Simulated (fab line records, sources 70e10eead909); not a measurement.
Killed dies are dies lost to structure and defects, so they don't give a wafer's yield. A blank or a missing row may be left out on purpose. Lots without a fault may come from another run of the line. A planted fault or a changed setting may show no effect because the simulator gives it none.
Which tool did it? | flow nand_harc | 10 lots, 30 wafers sampled, at 6 steps of a route of 1302

WHAT THE GAUGES READ, wafer by wafer
NHARC_A_CHANNEL_HOLE_D1_INSPECT_40. Usual: raw_defect_count 72, standard deviation 26.
lot  | measured     | on                | raw_defect_count | flag
L916 | day 9 02:46  | defect_inspect-01 | 48 57 36         |
L917 | day 9 15:47  | defect_inspect-02 | 27 54 34         |
L918 | day 9 20:54  | defect_inspect-01 | 66 96 78         |
L920 | day 10 18:42 | defect_inspect-01 | 85 81 107        |
L921 | day 11 07:05 | defect_inspect-02 | 91 84 88         |
L926 | day 13 14:49 | defect_inspect-01 | 74 116 498       | OFF
L935 | day 17 04:53 | defect_inspect-01 | 59 82 54         |
L936 | day 17 16:53 | defect_inspect-02 | 62 57 49         |
L937 | day 18 01:13 | defect_inspect-02 | 53 38 58         |
L938 | day 18 01:38 | defect_inspect-02 | 72 47 80         |

NHARC_END_SORT_01. Usual: killed_at_array 58, standard deviation 18; killed_at_other 1.0, standard deviation 1.5; killed_at_periphery 4, standard deviation 3.1; killed_dies 64, standard deviation 18; killed_open 3.4, standard deviation 1.9; killed_short 2.7, standard deviation 1.7.
lot  | measured     | on        | killed_at_array | killed_at_other | killed_at_periphery | killed_dies | killed_open | killed_short | flag
L926 | day 29 06:20 | prober-01 | 40 48 109       | 1 0 0           | 0 1 0               | 41 49 109   | 1 5 2       | 2 0 2        |

WHICH TOOL RAN EACH LOT (tool, then ch and the chambers of the sampled wafers, then the start)
lot  | NHARC_A_CHANNEL_HOLE_D1_DESCUM_15  | NHARC_A_CHANNEL_HOLE_D1_ETCH_39               | NHARC_A_CHANNEL_HOLE_D1_ETCH_16    | NHARC_A_CHANNEL_HOLE_D1_ETCH_21
L916 | rie_diel-11 ch 1,2,3, day 8 15:05  | rie_diel-11 ch 1,3, day 8 15:41 or earlier    | rie_diel-11 ch 1,2,3, day 8 15:41  | har_etch-01 ch 0,1, day 8 21:31
L917 | rie_diel-11 ch 0,3, day 9 08:53    | rie_diel-11 ch 1,2,3, day 9 09:25 or earlier  | rie_diel-11 ch 2,3, day 9 09:25    | har_etch-01 ch 0,1, day 9 10:34
L918 | rie_diel-13 ch 0,2, day 9 14:01    | rie_diel-13 ch 0,2,3, day 9 14:36 or earlier  | rie_diel-13 ch 1,3, day 9 14:36    | har_etch-01 ch 0,1, day 9 15:46
L920 | rie_diel-11 ch 0,1,2, day 10 11:37 | rie_diel-11 ch 1,2, day 10 12:19 or earlier   | rie_diel-11 ch 0,1,2, day 10 12:19 | har_etch-02 ch 0,1, day 10 13:31
L921 | rie_diel-11 ch 0,1,2, day 10 23:49 | rie_diel-11 ch 0,1, day 11 00:34 or earlier   | rie_diel-11 ch 0,1, day 11 00:34   | har_etch-02 ch 1, day 11 01:37
L926 | rie_diel-11 ch 1,2,3, day 13 04:20 | rie_diel-11 ch 0,1,3, day 13 04:52 or earlier | rie_diel-11 ch 1,2,3, day 13 04:52 | har_etch-02 ch 0,1, day 13 09:31
L935 | rie_diel-11 ch 0,1,3, day 16 21:42 | rie_diel-11 ch 0,2,3, day 16 22:14 or earlier | rie_diel-11 ch 0,3, day 16 22:14   | har_etch-01 ch 0,1, day 16 23:26
L936 | rie_diel-11 ch 0,3, day 17 04:44   | rie_diel-11 ch 2,3, day 17 05:27 or earlier   | rie_diel-11 ch 0,3, day 17 05:27   | har_etch-01 ch 0,1, day 17 11:35
L937 | rie_diel-11 ch 0,1,3, day 17 17:15 | rie_diel-11 ch 0,1,3, day 17 17:52 or earlier | rie_diel-11 ch 0,2, day 17 17:52   | har_etch-02 ch 0,1, day 17 19:55
L938 | rie_diel-11 ch 1,2,3, day 17 17:46 | rie_diel-11 ch 0,1,3, day 17 18:40 or earlier | rie_diel-11 ch 2,3, day 17 18:40   | har_etch-01 ch 0, day 17 20:08
- NHARC_A_CHANNEL_HOLE_D1_DESCUM_15: chemistry O2, time 3 s.
- NHARC_A_CHANNEL_HOLE_D1_ETCH_39: etches the open film in N2/H2, target depth 260 nm, time 325 s.
- NHARC_A_CHANNEL_HOLE_D1_ETCH_16: etches the open film in O2/COS, target depth 3100 nm, time 806 s.
- NHARC_A_CHANNEL_HOLE_D1_ETCH_21: etches the open film in C4F8/O2/Ar, time 514.3 s, target depth 1600 nm.

WHAT THE TOOLS THEMSELVES READ (means of the sampled wafers that have a number; where no wafer has one, the mark that the record gives instead)
NHARC_A_CHANNEL_HOLE_D1_DESCUM_15. Usual: drypump_motor_current_A 5.63 A, standard deviation 0.27; oes_product_au 1.000 a.u., standard deviation 0.0098; rf_vpp_V 58.1 V, standard deviation 1; showerhead_plenum_p_Torr 1.97 Torr, standard deviation 0.067; throttle_valve_pct 11.312 %, standard deviation 0.0083.
lot  | tool        | drypump_motor_current_A (A) | oes_product_au (a.u.) | rf_vpp_V (V) | showerhead_plenum_p_Torr (Torr) | throttle_valve_pct (%) | flag
L916 | rie_diel-11 | 5.57                        | 1.008                 | 58.4         | 2.01                            | 11.306                 |
L917 | rie_diel-11 | 5.70                        | 0.998                 | 57.4         | 1.96                            | 11.308                 |
L918 | rie_diel-13 | 5.82                        | 1.001                 | 57.4         | 1.91                            | 11.313                 |
L920 | rie_diel-11 | 5.53                        | 1.004                 | 58.2         | 1.97                            | 11.306                 |
L921 | rie_diel-11 | 5.52                        | 1.008                 | 58.3         | 1.97                            | 11.304                 |
L926 | rie_diel-11 | 5.56                        | 1.001                 | 57.9         | 2.01                            | 11.319                 |
L935 | rie_diel-11 | 5.66                        | 0.995                 | 58.2         | 2.01                            | 11.309                 |
L936 | rie_diel-11 | 5.74                        | 0.989                 | 58.4         | 2.01                            | 11.314                 |
L937 | rie_diel-11 | 5.68                        | 0.997                 | 58.6         | 2.01                            | 11.306                 |
L938 | rie_diel-11 | 5.56                        | 0.998                 | 58.5         | 2.01                            | 11.314                 |

NHARC_A_CHANNEL_HOLE_D1_ETCH_39. Usual: drypump_motor_current_A 5.64 A, standard deviation 0.28; oes_product_au 0.999 a.u., standard deviation 0.0097; rf_vpp_V 432.3 V, standard deviation 2; showerhead_plenum_p_Torr 2.11 Torr, standard deviation 0.07; throttle_valve_pct 14.171 %, standard deviation 0.0093.
lot  | tool        | drypump_motor_current_A (A) | oes_product_au (a.u.) | rf_vpp_V (V) | showerhead_plenum_p_Torr (Torr) | throttle_valve_pct (%) | flag
L916 | rie_diel-11 | 5.63                        | 1.006                 | 434.5        | 2.19                            | 14.178                 |
L917 | rie_diel-11 | 5.57                        | 1.005                 | 433.5        | 2.15                            | 14.177                 |
L918 | rie_diel-13 | 5.85                        | 1.002                 | 431.1        | 2.06                            | 14.174                 |
L920 | rie_diel-11 | 5.48                        | 1.010                 | 432.9        | 2.15                            | 14.176                 |
L921 | rie_diel-11 | 5.63                        | 0.998                 | 431.2        | 2.10                            | 14.158                 |
L926 | rie_diel-11 | 5.69                        | 0.993                 | 433.0        | 2.14                            | 14.170                 |
L935 | rie_diel-11 | 5.61                        | 1.000                 | 431.7        | 2.10                            | 14.174                 |
L936 | rie_diel-11 | 5.66                        | 0.988                 | 433.9        | 2.14                            | 14.175                 |
L937 | rie_diel-11 | 5.68                        | 0.996                 | 433.3        | 2.14                            | 14.180                 |
L938 | rie_diel-11 | 5.67                        | 0.996                 | 433.7        | 2.14                            | 14.163                 |

NHARC_A_CHANNEL_HOLE_D1_ETCH_16. Usual: drypump_motor_current_A 5.63 A, standard deviation 0.28; oes_product_au 0.999 a.u., standard deviation 0.011; rf_vpp_V 315.5 V, standard deviation 1.5; showerhead_plenum_p_Torr 3.21 Torr, standard deviation 0.1; throttle_valve_pct 28.330 %, standard deviation 0.0095.
lot  | tool        | drypump_motor_current_A (A) | oes_product_au (a.u.) | rf_vpp_V (V) | showerhead_plenum_p_Torr (Torr) | throttle_valve_pct (%) | flag
L916 | rie_diel-11 | 5.58                        | 1.009                 | 316.2        | 3.28                            | 28.323                 |
L917 | rie_diel-11 | 5.66                        | 0.995                 | 315.8        | 3.27                            | 28.331                 |
L918 | rie_diel-13 | 5.93                        | 0.999                 | 315.4        | 3.20                            | 28.328                 |
L920 | rie_diel-11 | 5.52                        | 1.002                 | 315.3        | 3.21                            | 28.327                 |
L921 | rie_diel-11 | 5.60                        | 1.003                 | 316.7        | 3.27                            | 28.335                 |
L926 | rie_diel-11 | 5.58                        | 1.005                 | 316.6        | 3.27                            | 28.327                 |
L935 | rie_diel-11 | 5.76                        | 0.982                 | 315.8        | 3.26                            | 28.319                 |
L936 | rie_diel-11 | 5.71                        | 0.996                 | 315.0        | 3.20                            | 28.336                 |
L937 | rie_diel-11 | 5.56                        | 0.999                 | 314.9        | 3.14                            | 28.330                 |
L938 | rie_diel-11 | 5.49                        | 1.004                 | 315.6        | 3.21                            | 28.326                 |

NHARC_A_CHANNEL_HOLE_D1_ETCH_21. Usual: drypump_motor_current_A 5.6 A, standard deviation 0.55; showerhead_plenum_p_Torr 3.62 Torr, standard deviation 0.12; throttle_valve_pct 32.155 %, standard deviation 0.0091.
lot  | tool        | drypump_motor_current_A (A) | showerhead_plenum_p_Torr (Torr) | throttle_valve_pct (%) | flag
L916 | har_etch-01 | 5.4                         | 3.64                            | 32.158                 |
L917 | har_etch-01 | 5.0                         | 3.68                            | 32.158                 |
L918 | har_etch-01 | 5.0                         | 3.68                            | 32.149                 |
L920 | har_etch-02 | 6.1                         | 3.52                            | 32.152                 |
L921 | har_etch-02 | 6.0                         | 3.68                            | 32.158                 |
L926 | har_etch-02 | 6.0                         | 3.57                            | 32.153                 |
L935 | har_etch-01 | 5.0                         | 3.63                            | 32.153                 |
L936 | har_etch-01 | 5.0                         | 3.63                            | 32.161                 |
L937 | har_etch-02 | 6.1                         | 3.82                            | 32.146                 |
L938 | har_etch-01 | 4.7                         | 3.67                            | 32.151                 |

THE ANSWER, worked out from the rows above alone
Rule: a lot is off if the mean of its wafers that have a number lies more than 3 standard deviations from the usual mean. A lot without any number at a reading at which 4 lots or more have one is off too. The other lots that the step has rows for count as sound. The gauges are gone through in route order, then the tools' own readings, and for those a lot's mean is taken as printed above. The first step at which some lot is off is used, and at that step the reading that is off furthest; a lot without a number counts as furthest.
Off: L926, at NHARC_A_CHANNEL_HOLE_D1_INSPECT_40 (raw_defect_count).
A tool fits if, at a process step before that reading, it ran every lot that is off, and no sound lot after the first of them. The gauges at NHARC_A_CHANNEL_HOLE_D1_INSPECT_40 are tried like those tools. NHARC_A_CHANNEL_HOLE_D1_ETCH_39 gives no start for some lots, so the hours and the order of its lots are those of NHARC_A_CHANNEL_HOLE_D1_ETCH_16. None of those tried fits.

WHAT THE SIMULATOR HAD PUT IN
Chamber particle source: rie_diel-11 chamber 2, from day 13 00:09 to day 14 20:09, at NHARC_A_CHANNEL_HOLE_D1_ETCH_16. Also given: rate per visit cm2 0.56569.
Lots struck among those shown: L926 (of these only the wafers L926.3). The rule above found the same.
